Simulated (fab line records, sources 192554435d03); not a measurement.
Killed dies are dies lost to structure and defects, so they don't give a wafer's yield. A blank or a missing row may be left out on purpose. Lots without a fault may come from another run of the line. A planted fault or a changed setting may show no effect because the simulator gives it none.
fab line records | flow n5_finfet
record lots=11 wafers=33 last_day=18
route steps=1938 shown BEOL_M1@824 PASSIVATION@1906
lots that met no fault: from a run of the same line without faults
start_h: hours from the record's first day to the start of the lot's first wafer shown | wait_h: hours since the lot's step before | " the same as in the row above | L1.1+2: a row that stands for several wafers | - no value, or no start given | * or withheld: withheld | < > ~ a bound
route shown NAME@n: a module of which the file shows steps, and the number in the route of the first | usual: mean/standard deviation of fault-free wafers | same: alike in all rows | chamber/n: place in a boat | sites: the reading at each site | _std_site: their standard deviation | _edge_site: outer sites' mean less inner sites' | radius_mm: how far each site lies from the wafer's centre | mask NAME#n: copy n | behind: the tool/chamber that last shaped the wafer | hold: why the lot was held/for how many hours/how that ended | device: the transistor (n, p or np) that didn't switch | end of line: the same wafers' tests at the end of the route | a step without rows: its recipe alone | killed: dies lost to structure and defects at the first sort, not the wafer's yield | map: a wafer's dies, x killed, . not, _ none there
set.NAME: the setting as run; set.NAME@STEP: as run at that earlier step | model.NAME: the simulator's own value behind a step, which no gauge read
steps of the route over a sample of lots; a table a step, a row a wafer
services: from which hour (start_h, from the record's first day; less than 0 if before it) a tool's chamber was out of use, for how many hours, and why
## steps
# step N5_BEOL_M1_SPUTTER_90
# recipe material=Cu target_thk_a=45 temp_c=-20 chamber_pressure_pa=0.07 power_w=withheld time_s=8.29
# usual chuck_sensor_temp_C=-15.8/0.46 throttle_valve_pct=29.9/1.3
# columns lot.wafer tool chamber start_h wait_h chuck_sensor_temp_C throttle_valve_pct
L863.2 pvd_sputter-03 - 136.71 0.1 -15.6 30.7
L863.5 " - " " -16.1 31.1
L863.6 " - " " -16.1 31.8
L865.2 pvd_sputter-02 - 148.84 0.1 -15.5 30.5
L865.3 " - " " -16.4 30.4
L865.4 " - " " -16.1 30.8
L869.2 pvd_sputter-02 - 170.33 0.1 -15.4 29.1
L869.4 " - " " -16.6 30.2
L869.6 " - " " -15.2 30.6
L870.2 pvd_sputter-02 - 178.35 0.1 -15.2 29.3
L870.3 " - " " -15.9 30.7
L870.6 " - " " -16.0 30.8
L871.1 pvd_sputter-02 - 184.43 0.1 -15.5 30.5
L871.3 " - " " -16.4 30.0
L871.6 " - " " -15.2 29.1
L872.1 pvd_sputter-01 - 185.70 0.1 -15.5 28.3
L872.2 " - " " -15.2 28.9
L872.5 " - " " -15.7 30.6
L873.4 pvd_sputter-01 - 202.25 0.1 -15.1 28.9
L873.5 " - " " -15.2 29.1
L873.6 " - " " -16.5 27.5
L874.2 pvd_sputter-02 - 202.88 0.1 -15.4 29.1
L874.4 " - " " -16.5 30.0
L874.6 " - " " -16.3 30.0
L878.2 pvd_sputter-03 - 225.91 0.1 -16.1 31.2
L878.3 " - " " -16.1 31.4
L878.5 " - " " -16.2 31.5
L882.1 pvd_sputter-02 - 264.94 0.1 -16.3 30.4
L882.2 " - " " -15.3 29.1
L882.3 " - " " -15.9 31.0
L885.2 pvd_sputter-02 - 274.80 0.1 -15.3 30.6
L885.4 " - " " -15.4 29.0
L885.5 " - " " -15.4 30.8
# step N5_PASSIVATION_OVL_MEAS_63
# recipe points_per_wafer=44
# usual PAD_OVL=-5/6.1
# columns lot.wafer tool chamber start_h wait_h PAD_OVL[nm]
L863.2 overlay-01 0 271.19 0.0 -12
L863.5 " 0 " " -8
L863.6 " 0 " " -10
L865.2 overlay-01 0 282.58 0.0 -5
L865.3 " 0 " " -8
L865.4 " 0 " " -6
L869.2 overlay-02 0 297.39 0.0 -8
L869.4 " 0 " " -11
L869.6 " 0 " " -22
L870.2 overlay-02 0 310.23 0.0 -3
L870.3 " 0 " " -2
L870.6 " 0 " " -6
L871.1 overlay-01 0 314.96 0.0 3
L871.3 " 0 " " -1
L871.6 " 0 " " -3
L872.1 overlay-01 0 324.00 0.0 -8
L872.2 " 0 " " -3
L872.5 " 0 " " -5
L874.2 overlay-01 0 330.45 0.0 -7
L874.4 " 0 " " -14
L874.6 " 0 " " -8
L873.4 overlay-01 0 349.46 0.0 2
L873.5 " 0 " " -8
L873.6 " 0 " " -1
L878.2 overlay-02 0 379.97 0.0 -12
L878.3 " 0 " " 1
L878.5 " 0 " " -6
L882.1 overlay-02 0 395.46 0.0 1
L882.2 " 0 " " 5
L882.3 " 0 " " -4
L885.2 overlay-02 0 415.09 0.0 0
L885.4 " 0 " " 1
L885.5 " 0 " " 3
# step N5_PASSIVATION_AL_ETCH_33
# recipe chemistry=Cl2/BCl3 target_depth_a=28000 over_etch_frac=0.15 Cl2_flow_sccm=180 bcl3_flow_sccm=60 target=Al stop_on=TaN time_s=466.7 ion_energy_ev=100 pressure_mtorr=10 icp_w=900 bias_w=100
# usual drypump_motor_current_A=5.7/0.48 oes_product_au=0.67/0.11 rf_fwd_power_W=898.9/2.6 throttle_valve_pct=34.46/0.26
# columns lot.wafer tool chamber start_h wait_h drypump_motor_current_A oes_product_au rf_fwd_power_W rf_hours_counter_h throttle_valve_pct
L863.2 rie_metal-03 1 271.87 0.1 5.2 0.63 895.8 78 34.30
L863.5 " 0 " " 6.4 0.59 899.9 - 34.34
L863.6 " 1 " " 5.2 0.63 898.2 - 34.31
L865.2 rie_metal-03 0 282.72 0.1 6.4 0.59 895.5 103 34.33
L865.3 " 1 " " 5.2 0.61 904.1 - 34.35
L865.4 " 0 " " 6.4 0.59 903.1 - 34.31
L869.2 rie_metal-01 1 298.50 0.1 5.8 0.60 897.0 97 34.19
L869.4 " 1 " " 5.8 0.59 897.2 - 34.20
L869.6 " 0 " " 6.1 0.61 897.0 - 34.85
L870.2 rie_metal-01 1 310.37 0.1 5.8 0.59 897.2 98 34.20
L870.3 " 0 " " 6.1 0.62 898.8 - 34.85
L870.6 " 0 " " 6.1 0.62 900.7 - 34.85
L871.1 rie_metal-01 0 315.10 0.1 6.1 0.63 901.5 79 34.84
L871.3 " 1 " " 5.8 0.60 899.6 - 34.18
L871.6 " 1 " " 5.8 0.60 902.6 - 34.18
L872.1 rie_metal-01 0 324.14 0.1 6.1 0.61 900.7 80 34.89
L872.2 " 1 " " 5.8 0.59 901.9 100 34.22
L872.5 " 0 " " 6.1 0.62 897.4 - 34.85
L874.2 rie_metal-03 0 330.59 0.1 6.4 0.58 896.4 108 34.36
L874.4 " 0 " " 6.5 0.57 896.9 - 34.37
L874.6 " 0 " " 6.4 0.57 899.5 - 34.37
L873.4 rie_metal-01 0 349.89 0.2 6.1 0.61 896.4 - 34.87
L873.5 " 0 " " 6.1 0.62 897.5 - 34.83
L873.6 " 1 " " 5.8 0.58 896.6 - 34.25
L878.2 rie_metal-02 0 380.13 0.1 5.1 0.81 899.4 8 34.36
L878.3 " 1 " " 5.9 0.75 897.1 - 34.78
L878.5 " 1 " " 5.9 0.76 895.6 - 34.73
L882.1 rie_metal-01 1 395.66 0.1 5.8 0.88 900.9 0 34.06
L882.2 " 0 " " 6.1 0.60 898.8 87 34.89
L882.3 " 0 " " 6.1 0.61 897.1 - 34.84
L885.2 rie_metal-01 1 415.23 0.1 5.8 0.86 899.5 2 34.07
L885.4 " 0 " " 6.1 0.60 897.6 - 34.91
L885.5 " 0 " " 6.1 0.60 896.0 - 34.84
# step N5_PASSIVATION_PECVD_35
# recipe material=SiNx target_thk_a=7000 temp_c=400 precursor=SiH4/NH3/N2 pressure_torr=4.9 rf_w=1406 time_s=151.3
# usual heater_power_w=429/140 rf_fwd_power_W=1402/3.7 showerhead_plenum_p_Torr=8.71/0.037 throttle_valve_pct=28.7/1.3
# columns lot.wafer tool chamber start_h wait_h heater_power_w rf_fwd_power_W showerhead_plenum_p_Torr throttle_valve_pct
L863.2 pecvd-02 1 273.02 0.1 192 1401 8.72 27.6
L863.5 " 2 " " 457 1394 8.68 27.3
L863.6 " 0 " " 401 1402 8.67 28.5
L865.2 pecvd-01 1 283.85 0.1 512 1398 8.74 30.0
L865.3 " 2 " " 338 1400 8.71 27.8
L865.4 " 1 " " 365 1398 8.74 30.0
L869.2 pecvd-04 0 299.88 0.1 436 1397 8.75 31.7
L869.4 " 0 " " 457 1398 8.75 32.1
L869.6 " 2 " " 411 1399 8.71 28.1
L870.2 pecvd-01 0 312.02 0.1 691 1398 8.68 28.1
L870.3 " 2 " " 281 1404 8.71 27.7
L870.6 " 2 " " 325 1403 8.71 27.6
L871.1 pecvd-01 0 316.25 0.1 610 1403 8.68 28.1
L871.3 " 1 " " 481 1399 8.71 30.0
L871.6 " 2 " " 322 1407 8.72 27.8
L872.1 pecvd-01 2 325.33 0.1 379 1403 8.72 27.9
L872.2 " 0 " " 697 1401 8.68 28.2
L872.5 " 1 " " 478 1401 8.74 30.0
L874.2 pecvd-01 0 331.84 0.1 574 1410 8.65 28.1
L874.4 " 2 " " 240 1395 8.71 27.7
L874.6 " 1 " " 425 1402 8.74 30.3
L873.4 pecvd-02 1 351.35 0.1 195 1402 8.75 27.9
L873.5 " 0 " " 534 1400 8.68 29.2
L873.6 " 2 " " 522 1402 8.70 27.1
L878.2 pecvd-02 0 381.26 0.1 482 1406 8.71 29.7
L878.3 " 2 " " 423 1399 8.68 27.6
L878.5 " 0 " " 532 1403 8.69 29.4
L882.1 pecvd-04 2 396.84 0.1 353 1408 8.71 27.9
L882.2 " 0 " " 388 1402 8.77 32.1
L882.3 " 2 " " 378 1398 8.74 28.1
L885.2 pecvd-01 0 416.36 0.1 527 1394 8.67 28.0
L885.4 " 0 " " 628 1397 8.64 28.2
L885.5 " 2 " " 372 1399 8.71 28.1
# step N5_PASSIVATION_PROBE_49
# usual defect_limited_yield=91.2/1.6 killed_at_M0_to_M3=34/11 killed_at_M4_up=13/5.2 killed_at_contacts=13/6.3 killed_at_front_end=40/14 killed_at_other=3.2/2.4 killed_dies=104/19 killed_open=69/14 killed_short=32/7.5 sort_bin_4_leakage=0.00/0.04 sort_bin_5_function=5.3/1.1 sort_bin_6_memory=3.2/0.73 sort_bin_8_speed=0.01/0.038 sort_n_pass=1076/19 sort_yield_pct=91.2/1.6
# same gross_dies=1180 killed_at_back_side=0
# columns lot.wafer tool chamber start_h wait_h defect_limited_yield[%] killed_at_M0_to_M3 killed_at_M4_up killed_at_contacts killed_at_front_end killed_at_other killed_dies killed_open killed_short sort_bin_4_leakage[%] sort_bin_5_function[%] sort_bin_6_memory[%] sort_bin_8_speed[%] sort_n_pass sort_yield_pct[%]
L882.1 prober-02 - 400.46 0.0 84.0 120 5 23 41 0 189 55 37 0 11.1 3.2 0 991 84.0
L882.2 prober-02 - 400.51 0.1 83.4 141 10 8 36 1 196 68 31 0 10.7 4.3 0 984 83.4
L882.3 prober-02 - 400.56 0.1 82.6 125 20 21 38 1 205 85 32 0 11.4 4.4 0 975 82.6
L885.2 prober-01 - 421.60 0.1 82.5 119 6 4 75 2 206 91 44 0 12.2 3.7 0 974 82.5
L885.4 prober-01 - 421.70 0.2 83.1 142 13 13 30 1 199 65 37 0 11.1 4.5 0 981 83.1
L885.5 prober-01 - 421.75 0.2 85.8 97 10 9 47 5 168 68 25 0 9.2 3.4 0 1012 85.8
# killed by level:class
L882.1 BEOL_M1:unspecified=96 MOL_CONTACT_COAG:geometric_particle:open=15 FIN_SAQP:geometric_particle:short=14 MOL_CONTACT_COAG:geometric_particle:short=8 STI_FIN_REVEAL:geometric_particle:open=6 BEOL_M2:geometric_particle:open=6 FIN_SAQP:geometric_particle:open=5 BEOL_M3:geometric_particle:open=5
L882.2 BEOL_M1:unspecified=93 BEOL_M2:geometric_particle:open=18 BEOL_M0_SAQP:geometric_particle:short=9 BEOL_M1:geometric_particle:open=8 STI_FIN_REVEAL:geometric_particle:open=6 DUMMY_GATE:geometric_particle:open=6 MOL_CONTACT_COAG:geometric_particle:open=6 BEOL_M0:geometric_particle:open=6
L882.3 BEOL_M1:unspecified=88 MOL_CONTACT_COAG:geometric_particle:open=16 BEOL_M2:geometric_particle:open=14 FIN_SAQP:geometric_particle:short=9 STI_FIN_REVEAL:geometric_particle:open=8 BEOL_M1:geometric_particle:open=8 FIN_SAQP:geometric_particle:open=7 DUMMY_GATE:geometric_particle:open=5
L885.2 BEOL_M1:unspecified=70 FIN_SAQP:geometric_particle:open=34 BEOL_M0_SAQP:geometric_particle:short=16 BEOL_M0_SAQP:geometric_particle:open=15 FIN_SAQP:geometric_particle:short=13 STI_FIN_REVEAL:geometric_particle:open=13 BEOL_M1:geometric_particle:open=12 GATE_CUT:geometric_particle:short=4
L885.4 BEOL_M1:unspecified=96 BEOL_M0_SAQP:geometric_particle:short=12 BEOL_M0_SAQP:geometric_particle:open=11 MOL_CONTACT_COAG:geometric_particle:open=10 FIN_SAQP:geometric_particle:open=8 BEOL_M4:geometric_particle:open=6 BEOL_M1:geometric_particle:open=6 FIN_SAQP:geometric_particle:short=5
L885.5 BEOL_M1:unspecified=74 FIN_SAQP:geometric_particle:open=12 FIN_SAQP:geometric_particle:short=11 STI_FIN_REVEAL:geometric_particle:open=10 BEOL_M0_SAQP:geometric_particle:open=8 MOL_CONTACT_COAG:geometric_particle:open=8 BEOL_M4:geometric_particle:open=5 BEOL_M2:geometric_particle:open=4
## services
# columns tool chamber start_h hours kind
rie_metal-03 - 119.07 4.3 pm
pecvd-01 1 126.99 2.1 scheduled_down
pecvd-01 - 127.62 5.5 pm
rie_metal-03 1 138.77 2.9 repair
pecvd-02 1 139.84 2.1 scheduled_down
rie_metal-03 0 149.76 17.6 repair
rie_metal-03 - 211.12 0.2 repair
pecvd-01 - 238.21 2.8 pm
pecvd-02 - 240.84 1.9 repair
pecvd-01 - 243.67 0.6 repair
pecvd-04 - 285.18 6.0 pm
rie_metal-02 - 351.23 0.6 repair
pecvd-01 2 358.04 2.1 scheduled_down
pecvd-02 - 367.17 0.8 pm
rie_metal-01 1 370.23 - clean
rie_metal-01 1 370.23 20.7 scheduled_down
rie_metal-01 1 370.23 20.7 vent_cycle
rie_metal-01 - 375.36 0.3 repair
rie_metal-02 1 380.90 7.5 repair
pvd_sputter-03 - 394.19 6.1 repair
pvd_sputter-01 - 401.18 5.6 repair
rie_metal-01 1 402.25 5.8 repair
pecvd-01 - 408.17 2.4 repair
pecvd-01 - 412.99 2.0 repair
## key
first_sign step=N5_PASSIVATION_PROBE_49 reading=killed_at_M0_to_M3 direction=up sigmas=8 usual=34 struck=124
effect step=N5_PASSIVATION_PROBE_49 reading=defect_limited_yield direction=down sigmas=4.7 usual=91.2 struck=83.6
more_kills_born_at N5_BEOL_M1_SPUTTER_90@pvd_sputter-02=517
met_at N5_BEOL_M1_SPUTTER_90
struck_lots L882,L885
not_acting_at N5_PASSIVATION_OVL_MEAS_63,N5_PASSIVATION_AL_ETCH_33,N5_PASSIVATION_PECVD_35
onset_between 202.88 264.94
also_fits time
fault kind=chamber_particle_source tool=pvd_sputter-02 chamber=- onset_h=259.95 steps=N5_BEOL_M1_SPUTTER_90 rate_per_visit_cm2=0.41768 end_h=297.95
